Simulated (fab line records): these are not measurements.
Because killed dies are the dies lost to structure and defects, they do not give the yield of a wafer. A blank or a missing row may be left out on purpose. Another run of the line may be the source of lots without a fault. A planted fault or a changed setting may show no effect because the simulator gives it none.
fab line records | flow n5Finfet
[record] lots = 5 | wafers = 15 | lastDay = 17
route steps=1938 shown BEOL_M13@1693
lots untouched by any fault: they come from a run of this same line in which no faults occurred
startH: hours from the record's opening day to when the first of the lot's shown wafers began | waitH: how many hours have passed since the lot's step before this one | " same as the row above | L1.1+2: one row covering several wafers at once | - value missing, or start not given | * or withheld: withheld | < > ~ a bound
route shown NAME@n: a module of which the file shows steps, and the number in the route of the first | usual: mean/standard deviation of fault-free wafers | same: alike in all rows | chamber/n: place in a boat | sites: the reading at each site | _std_site: standard deviation of those values | _edge_site: outer sites' mean less inner sites' | radiusMm: how far each site lies from the wafer's centre | mask NAME#n: copy n | behind: the tool/chamber that last shaped the wafer | hold: what put the lot on hold/how long, in hours/how the hold closed | device: whichever transistor did not switch (one of n, p or np) | end of line: the same wafers' tests at the end of the route | a step without rows: its recipe alone | killed: at the first sort, the dies lost to defects and structure; wafer yield is something else | map: dies across one wafer; x = killed, . = not, _ = none there
set.NAME: the setting the step ran with; set.NAME@STEP: the setting that earlier step ran with | model.NAME: the simulator's own value behind a step, which no gauge read
lots at selected steps of the route; one table per step, one row per wafer
services: from which hour (startH, from the record's first day; less than 0 if before it) a tool's chamber was out of use, for how many hours, and why
[[steps]]
[step N5_BEOL_M13_ETCH_67]
[recipe] chemistry = CF4 | target = SiARC | targetDepthA = 1430 | timeS = 238.3 | ionEnergyEv = 80 | pressureMtorr = 40 | sourceW = 545 | biasW = 36 | Ar_flow_sccm = 100 | cf4FlowSccm = 100 | ends = cleared
[usual] biasW = 35.99/0.11 | cf4FlowSccm = 99.99/0.27 | drypumpMotorCurrentA = 5.8/0.61 | etchRfOnTimeS = 236/3.5 | oesProductAu = 0.70/0.082 | rfVppV = 184.3/1.2 | showerheadPlenumPTorr = 2.16/0.079 | throttleValvePct = 15.54/0.18
lot.wafer | tool       | chamber | startH | waitH | biasW | cf4FlowSccm | drypumpMotorCurrentA | etchRfOnTimeS | oesProductAu | rfHoursCounterH | rfVppV | showerheadPlenumPTorr | throttleValvePct
L637.2    | rieDiel-01 | 0       | 256.36 | 0.0   | 36.00 | 100.07      | 5.9                  | 231           | 0.75         | 46              | 183.8  | 2.26                  | 15.36
L637.5    | "          | 3       | "      | "     | 35.83 | 100.28      | 6.2                  | 236           | 0.64         | -               | 182.4  | 2.06                  | 15.48
L637.6    | "          | 0       | "      | "     | 35.87 | 99.68       | 5.9                  | 232           | 0.76         | -               | 184.6  | 2.26                  | 15.36
L639.2    | rieDiel-03 | 0       | 272.90 | 0.0   | 35.94 | 100.55      | 5.1                  | 237           | 0.61         | 196             | 183.3  | 2.05                  | 15.57
L639.3    | "          | 2       | "      | "     | 35.98 | 99.91       | 5.5                  | 237           | 0.61         | 215             | 183.1  | 2.12                  | 15.82
L639.6    | "          | 3       | "      | "     | 35.89 | 100.00      | 6.4                  | 236           | 0.74         | -               | 185.9  | 2.27                  | 15.29
L645.1    | rieDiel-01 | 2       | 313.93 | 0.0   | 36.15 | 100.36      | 6.6                  | 229           | 0.76         | 33              | 183.2  | 2.09                  | 15.55
L645.3    | "          | 0       | "      | "     | 35.92 | 100.08      | 5.9                  | 231           | 0.75         | 64              | 185.1  | 2.25                  | 15.40
L645.6    | "          | 1       | "      | "     | 35.95 | 99.99       | 4.7                  | 232           | 0.75         | -               | 184.5  | 2.18                  | 15.55
L647.4    | rieDiel-04 | 0       | 314.64 | 0.1   | 36.10 | 99.67       | 5.4                  | 236           | 0.63         | -               | 184.9  | 2.21                  | 15.87
L647.5    | "          | 2       | "      | "     | 35.99 | 100.23      | 6.1                  | 235           | 0.80         | -               | 182.4  | 2.10                  | 15.40
L647.6    | "          | 1       | "      | "     | 36.30 | 100.33      | 5.4                  | 232           | 0.73         | -               | 184.3  | 2.18                  | 15.54
L656.1    | rieDiel-03 | 3       | 383.94 | 0.0   | 36.11 | 100.20      | 6.4                  | 237           | 0.69         | 80              | 185.5  | 2.25                  | 15.36
L656.5    | "          | 0       | "      | "     | 35.90 | 99.83       | 5.1                  | 238           | 0.59         | -               | 183.6  | 2.04                  | 15.63
L656.6    | "          | 3       | "      | "     | 36.38 | 100.63      | 6.5                  | 238           | 0.69         | -               | 185.6  | 2.25                  | 15.37
[step N5_BEOL_M13_ETCH_68]
[recipe] chemistry = N2/H2 | target = SOC | maskMaterial = SiARC | sourceW = 3000 | biasW = 350 | tempC = 40 | timeS = 355 | ionEnergyEv = 200 | pressureMtorr = 30 | n2FlowSccm = 200 | h2FlowSccm = 200
[step N5_BEOL_M13_STRIP_69]
[recipe] chemistry = N2/H2 | tempC = 40 | n2FlowSccm = 200 | h2FlowSccm = 200 | rfFrequencyHz = 6e+07
[step N5_BEOL_M13_TRENCH_ETCH_34]
[recipe] chemistry = C4F8/O2/Ar | target = SiOC | targetDepthA = 4134.7 | maskMaterial = SOC | pressureMtorr = 30 | sourceW = 3000 | biasW = 700 | Ar_flow_sccm = 400 | C4F8_flow_sccm = 15 | O2_flow_sccm = 8 | heInnerTorr = 15 | heOuterTorr = 30 | timeS = 162.6 | ionEnergyEv = 250
[step N5_BEOL_M13_STRIP_70]
[recipe] chemistry = C4F8/O2/Ar | resist = SiARC | rfFrequencyHz = 6e+07
[step N5_BEOL_M13_OCD_MEAS_35]
[usual] trenchDepthNm = 416/5
lot.wafer | tool   | chamber | startH | waitH | trenchDepthNm
L637.2    | ocd-02 | -       | 256.90 | 0.0   | 419
L637.5    | "      | -       | "      | "     | 411
L637.6    | "      | -       | "      | "     | 422
L639.2    | ocd-01 | -       | 273.44 | 0.0   | 414
L639.3    | "      | -       | "      | "     | 413
L639.6    | "      | -       | "      | "     | 421
L645.1    | ocd-02 | -       | 314.47 | 0.0   | 416
L645.3    | "      | -       | "      | "     | 417
L645.6    | "      | -       | "      | "     | 419
L647.4    | ocd-01 | -       | 315.11 | 0.0   | 407
L647.5    | "      | -       | "      | "     | 416
L647.6    | "      | -       | "      | "     | 419
L656.1    | ocd-01 | -       | 384.48 | 0.0   | 416
L656.5    | "      | -       | "      | "     | 409
L656.6    | "      | -       | "      | "     | 414
[step N5_BEOL_M13_STRIP_37]
[recipe] chemistry = N2/H2 | powerW = 1000 | tempC = 250 | h2Frac = 0.65 | overashFraction = 0.3 | pressureMtorr = withheld | n2FlowSccm = 1750 | h2FlowSccm = 3250
[usual] drypumpMotorCurrentA = 5.49/0.18 | heaterPowerW = 353/22 | oesProductAu = 0.784/0.012
lot.wafer | tool           | chamber | startH | waitH | drypumpMotorCurrentA | heaterPowerW | oesProductAu | rfHoursCounterH
L637.2    | plasmaAsher-01 | 1       | 256.94 | 0.0   | 5.30                 | 322          | 0.797        | 124
L637.5    | "              | 1       | "      | "     | 5.25                 | 333          | 0.768        | -
L637.6    | "              | 0       | "      | "     | 5.53                 | 368          | 0.789        | -
L639.2    | plasmaAsher-01 | 1       | 273.48 | 0.0   | 5.24                 | 333          | 0.795        | 127
L639.3    | "              | 0       | "      | "     | 5.59                 | 380          | 0.773        | -
L639.6    | "              | 0       | "      | "     | 5.55                 | 369          | 0.790        | -
L645.1    | plasmaAsher-01 | 0       | 314.51 | 0.0   | 5.54                 | 372          | 0.793        | 135
L645.3    | "              | 0       | "      | "     | 5.56                 | 364          | 0.756        | -
L645.6    | "              | 1       | "      | "     | 5.26                 | 331          | 0.803        | -
L647.4    | plasmaAsher-02 | 0       | 315.17 | 0.1   | 5.76                 | 392          | 0.766        | -
L647.5    | "              | 0       | "      | "     | 5.71                 | 373          | 0.763        | -
L647.6    | "              | 1       | "      | "     | 5.41                 | 324          | 0.806        | -
L656.1    | plasmaAsher-02 | 1       | 384.52 | 0.0   | 5.40                 | 332          | 0.775        | 101
L656.5    | "              | 0       | "      | "     | 5.78                 | 374          | 0.780        | -
L656.6    | "              | 1       | "      | "     | 5.44                 | 326          | 0.775        | -
[step N5_BEOL_M13_ETCH_38]
[recipe] chemistry = CF4/N2 | target = SiCN | targetDepthA = 675 | taperDeg = 2 | timeS = 71.9 | ionEnergyEv = 150 | maskMaterial = SiO2 | pressureMtorr = 40 | sourceW = 430 | biasW = 70 | Ar_flow_sccm = 100 | cf4FlowSccm = 60 | n2FlowSccm = 60
[step N5_BEOL_M13_PRECLEAN_39]
[recipe] chemistry = residueRemover | timeS = 60 | tempC = 40
[step N5_BEOL_M13_SRD_40]
[recipe] timeS = 30 | tempC = 23 | rinseLiquid = diw | dry = n2Spin | spinRpm = 1500 | dryTimeS = 30
[step N5_BEOL_M13_DEGAS_41]
[recipe] ambient = vacuum | tempC = 250 | timeS = 60
[usual] heaterPowerW = 316/29 | susceptorTempC = 250.01/0.17
lot.wafer | tool          | chamber | startH | waitH | heaterPowerW | susceptorTempC
L637.2    | pvdSputter-02 | -       | 265.12 | 0.3   | 321          | 250.02
L637.5    | "             | -       | "      | "     | 315          | 250.05
L637.6    | "             | -       | "      | "     | 284          | 250.28
L639.2    | pvdSputter-02 | -       | 278.15 | 3.6   | 300          | 249.68
L639.3    | "             | -       | "      | "     | 328          | 250.05
L639.6    | "             | -       | "      | "     | 317          | 250.01
L645.1    | pvdSputter-01 | -       | 315.45 | 0.3   | 274          | 249.66
L645.3    | "             | -       | "      | "     | 326          | 249.57
L645.6    | "             | -       | "      | "     | 346          | 249.78
L647.4    | pvdSputter-03 | -       | 316.04 | 0.4   | 292          | 250.06
L647.5    | "             | -       | "      | "     | 318          | 250.17
L647.6    | "             | -       | "      | "     | 291          | 249.82
L656.1    | pvdSputter-03 | -       | 385.87 | 0.2   | 317          | 249.72
L656.5    | "             | -       | "      | "     | 331          | 250.08
L656.6    | "             | -       | "      | "     | 284          | 249.93
[step N5_BEOL_M13_PRE_CLEAN_42]
[recipe] gas = H2/He | timeS = 30 | tempC = 250
[usual] heaterPowerW = 316/29 | susceptorTempC = 250.01/0.19
lot.wafer | tool          | chamber | startH | waitH | heaterPowerW | susceptorTempC
L637.2    | pvdSputter-02 | -       | 265.16 | 0.0   | 320          | 250.04
L637.5    | "             | -       | "      | "     | 321          | 250.09
L637.6    | "             | -       | "      | "     | 289          | 249.87
L639.2    | pvdSputter-02 | -       | 278.19 | 0.0   | 285          | 250.03
L639.3    | "             | -       | "      | "     | 332          | 249.86
L639.6    | "             | -       | "      | "     | 321          | 250.11
L645.1    | pvdSputter-01 | -       | 315.49 | 0.0   | 274          | 250.03
L645.3    | "             | -       | "      | "     | 325          | 249.97
L645.6    | "             | -       | "      | "     | 346          | 249.71
L647.4    | pvdSputter-03 | -       | 316.08 | 0.0   | 280          | 249.99
L647.5    | "             | -       | "      | "     | 317          | 249.95
L647.6    | "             | -       | "      | "     | 285          | 249.93
L656.1    | pvdSputter-03 | -       | 385.91 | 0.0   | 307          | 249.88
L656.5    | "             | -       | "      | "     | 330          | 250.13
L656.6    | "             | -       | "      | "     | 289          | 250.20
[step N5_BEOL_M13_SPUTTER_43]
[recipe] material = TaN | targetThkA = 150 | tempC = 50 | biasV = 168.6 | powerW = 15000 | chamberPressurePa = 0.12 | timeS = 24.19
[usual] susceptorTempC = 49.99/0.13 | throttleValvePct = 29.8/0.78
lot.wafer | tool          | chamber | startH | waitH | susceptorTempC | throttleValvePct | model.TaN_of_BEOL_M13_SPUTTER_43.thkNm
L637.2    | pvdSputter-02 | -       | 265.20 | 0.0   | 50.02          | 29.6             | 15.2
L637.5    | "             | -       | "      | "     | 49.91          | 29.7             | 15.4
L637.6    | "             | -       | "      | "     | 49.91          | 28.6             | 15
L639.2    | pvdSputter-02 | -       | 278.23 | 0.0   | 50.07          | 28.6             | 14.8
L639.3    | "             | -       | "      | "     | 49.91          | 28.9             | 14.8
L639.6    | "             | -       | "      | "     | 49.90          | 30.0             | 14.8
L645.1    | pvdSputter-01 | -       | 315.53 | 0.0   | 50.32          | 29.0             | 14.4
L645.3    | "             | -       | "      | "     | 50.12          | 30.5             | 14.4
L645.6    | "             | -       | "      | "     | 49.89          | 30.3             | 14.4
L647.4    | pvdSputter-03 | -       | 316.12 | 0.0   | 49.93          | 30.1             | 15
L647.5    | "             | -       | "      | "     | 50.00          | 30.8             | 14.8
L647.6    | "             | -       | "      | "     | 49.99          | 29.5             | 15
L656.1    | pvdSputter-03 | -       | 385.95 | 0.0   | 50.15          | 30.5             | 15.2
L656.5    | "             | -       | "      | "     | 49.98          | 30.7             | 16.4
L656.6    | "             | -       | "      | "     | 50.11          | 29.9             | 16.2
[step N5_BEOL_M13_SPUTTER_44]
[recipe] material = Ta | targetThkA = 100 | tempC = 50 | biasV = 80 | powerW = 15000 | chamberPressurePa = 0.07 | timeS = 16.13
[usual] susceptorTempC = 50.01/0.11 | throttleValvePct = 29.8/0.78
lot.wafer | tool          | chamber | startH | waitH | susceptorTempC | throttleValvePct
L637.2    | pvdSputter-02 | -       | 265.28 | 0.0   | 50.16          | 30.0
L637.5    | "             | -       | "      | "     | 50.04          | 29.7
L637.6    | "             | -       | "      | "     | 50.18          | 29.0
L639.2    | pvdSputter-02 | -       | 278.31 | 0.0   | 49.94          | 28.8
L639.3    | "             | -       | "      | "     | 50.04          | 29.1
L639.6    | "             | -       | "      | "     | 50.02          | 29.8
L645.1    | pvdSputter-01 | -       | 315.61 | 0.0   | 50.08          | 29.2
L645.3    | "             | -       | "      | "     | 49.86          | 30.6
L645.6    | "             | -       | "      | "     | 50.00          | 30.2
L647.4    | pvdSputter-03 | -       | 316.20 | 0.0   | 49.89          | 29.6
L647.5    | "             | -       | "      | "     | 49.97          | 30.6
L647.6    | "             | -       | "      | "     | 50.00          | 29.4
L656.1    | pvdSputter-03 | -       | 386.03 | 0.0   | 50.07          | 30.3
L656.5    | "             | -       | "      | "     | 49.96          | 30.7
L656.6    | "             | -       | "      | "     | 50.09          | 30.1
[[services]]
tool           | chamber | startH | hours | kind
rieDiel-04     | 1       | 239.23 | 6.4   | repair
rieDiel-04     | 2       | 247.20 | -     | clean
rieDiel-04     | 2       | 247.20 | -     | consumableReplace:focusRing
rieDiel-04     | 2       | 247.20 | 17.3  | scheduledDown
rieDiel-04     | 2       | 247.20 | 17.3  | ventCycle
rieDiel-01     | 3       | 284.47 | 7.4   | repair
rieDiel-04     | 3       | 295.36 | -     | clean
rieDiel-04     | 3       | 295.36 | -     | consumableReplace:focusRing
rieDiel-04     | 3       | 295.36 | -     | consumableReplace:showerhead
rieDiel-04     | 3       | 295.36 | 27.3  | scheduledDown
rieDiel-04     | 3       | 295.36 | 27.3  | ventCycle
pvdSputter-01  | -       | 352.67 | 1.6   | repair
rieDiel-03     | 2       | 372.84 | -     | clean
rieDiel-03     | 2       | 372.84 | -     | consumableReplace:focusRing
rieDiel-03     | 2       | 372.84 | 14.8  | scheduledDown
rieDiel-03     | 2       | 372.84 | 14.8  | ventCycle
plasmaAsher-01 | -       | 377.70 | 15.6  | pm
[[key]]
firstSign none at tools or gauges
[modelEffect] step = N5_BEOL_M13_SPUTTER_43 | value = TaN_of_BEOL_M13_SPUTTER_43.thkNm | without = 15.1 | struck = 16.3
metAt N5_BEOL_M13_SPUTTER_43
struckWafers L656.5,L656.6
onsetBetween 316.12 385.95
[fault] kind = processParameterDrift | tool = pvdSputter-03 | chamber = - | onsetH = 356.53 | steps = N5_BEOL_M13_SPUTTER_43 | channel = timeS | offset = * | shape = step | endH = 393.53 | scope = struckWafersOnly | actsIn = * | stated = *
